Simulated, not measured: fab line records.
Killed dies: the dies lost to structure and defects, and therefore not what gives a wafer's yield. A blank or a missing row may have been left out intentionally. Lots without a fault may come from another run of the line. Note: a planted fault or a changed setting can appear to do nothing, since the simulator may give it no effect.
A struck lot beside a sound one ; flow nandHarc ; 14 steps out of a route of 1302
Sound: wafers L677.1, L677.2, L677.4. The struck wafers were L686.1, L686.2, L686.3. At the end, the cause is stated.
For every step that has rows: the tool of each side, followed by ch and its chambers, followed by its first start. Under that, the readings that differ: sound wafers ; struck wafers ; difference of the means ; sigmas: that difference in standard deviations of wafers without a fault.
alike: same words and numbers on both sides, and readings whose means sit less than 2 such deviations apart. not compared: any withheld reading, any reading some wafer has no value for, any bound like >300 that may hide the same value, and any number with overlapping values for which the record gives no deviation.
A row with sigmas, a row that says differs or no value, or rows on one side alone: a step with any of these is where the two part. When numbers do not overlap yet have no deviation, they are printed without sigmas and do not part them. Lack of a reading on every wafer of one side parts them only where that side has two or more wafers.

NHARC_A_CONTACT_ETCH_75: etches the open film in CF4, target depth 39 nm, time 65 s.
  sound on rieDiel-03 ch 0,1,2, day 23 05:11; struck on rieDiel-10 ch 0,2,3, day 26 17:08
reading;sound;struck;difference;sigmas
rfHoursCounterH (h);23 22 21;4 3 4;-18;
  alike: biasW, cf4FlowSccm, drypumpMotorCurrentA, oesProductAu, rfVppV, showerheadPlenumPTorr, throttleValvePct
NHARC_A_CONTACT_ETCH_76: etches the open film in N2/H2, target depth 260 nm, time 475.3 s.
  sound on rieDiel-03 ch 0,1,3; struck on rieDiel-10 ch 0,2,3
reading;sound;struck;difference;sigmas
rfHoursCounterH (h);23 23 22;4 3 4;-19;
  alike: biasW, chamberPressureMTorr, drypumpMotorCurrentA, oesProductAu, rfVppV, showerheadPlenumPTorr, throttleValvePct
NHARC_A_CONTACT_ETCH_77: etches the open film in CF4/CHF3, target depth 108.9 nm, time 54.5 s.
  sound on rieDiel-03 ch 0,1,3; struck on rieDiel-10 ch 1,2,3
reading;sound;struck;difference;sigmas
oesProductAu (a.u.);0.956 0.976 0.975;0.925 0.907 0.913;-0.054;-2
rfHoursCounterH (h);23 23 22;3 4 3;-19;
  alike: biasW, cf4FlowSccm, drypumpMotorCurrentA, rfVppV, showerheadPlenumPTorr, throttleValvePct
then, 4 steps without rows for these wafers: NHARC_A_CONTACT_ETCH_78 (etches the open film in O2/COS, target depth 5300 nm, time 1378 s); NHARC_A_CONTACT_ETCH_124 (etches the open film in C4F8/O2/Ar, time 140 s, target depth 700 nm); NHARC_A_CONTACT_ETCH_125 (etches the open film in C4F8/O2/Ar, time 197 s, target depth 1918 nm); NHARC_A_CONTACT_ETCH_126 (etches the open film in C4F8/O2/Ar, time 197 s, target depth 1918 nm).
NHARC_A_CONTACT_ETCH_127: etches the open film in C4F8/O2/Ar, time 197 s, target depth 1918 nm.
  sound on harCapEtch-03 ch 0,1, day 23 07:11; struck on harCapEtch-01 ch 0,1, day 26 19:10
  alike: chamberPressureMTorr, oesAirLineAu
  not compared: rfHoursCounterH
NHARC_A_CONTACT_ETCH_128: etches the open film in C4F8/O2/Ar, time 197 s, target depth 1918 nm.
  sound on harCapEtch-03 ch 0,1, day 23 07:21; struck on harCapEtch-01 ch 0,1, day 26 19:20
  alike: chamberPressureMTorr, oesAirLineAu
  not compared: rfHoursCounterH
then, 3 steps without rows for these wafers: NHARC_A_CONTACT_ETCH_129 (etches the open film in C4F8/O2/Ar, time 197 s, target depth 1918 nm); NHARC_A_CONTACT_ETCH_130 (etches the open film in C4F8/O2/Ar, time 197 s, target depth 1918 nm); NHARC_A_CONTACT_ETCH_131 (etches the open film in C4F8/O2/Ar, time 197 s, target depth 1918 nm).
NHARC_A_CONTACT_ETCH_132: etches the open film in C4F8/O2/Ar, time 197 s, target depth 1924 nm.
  sound on harCapEtch-03 ch 0,1, day 23 08:04; struck on harCapEtch-01 ch 0,1, day 26 20:02
  no value came back on the struck wafers for chamberPressureMTorr (mTorr), oesAirLineAu (a.u.); on the sound wafers chamberPressureMTorr (mTorr) reads 19.993 19.987 19.986
  not compared: rfHoursCounterH
then, 1 step without rows for these wafers: NHARC_A_CONTACT_ETCH_133 (etches the open film in C4F8/O2/Ar, time 374 s, target depth 1610 nm).

## WHERE THEY PART
Earliest at NHARC_A_CONTACT_ETCH_77; latest, in this record, at NHARC_A_CONTACT_ETCH_132.

WHY: the cause the simulator had injected
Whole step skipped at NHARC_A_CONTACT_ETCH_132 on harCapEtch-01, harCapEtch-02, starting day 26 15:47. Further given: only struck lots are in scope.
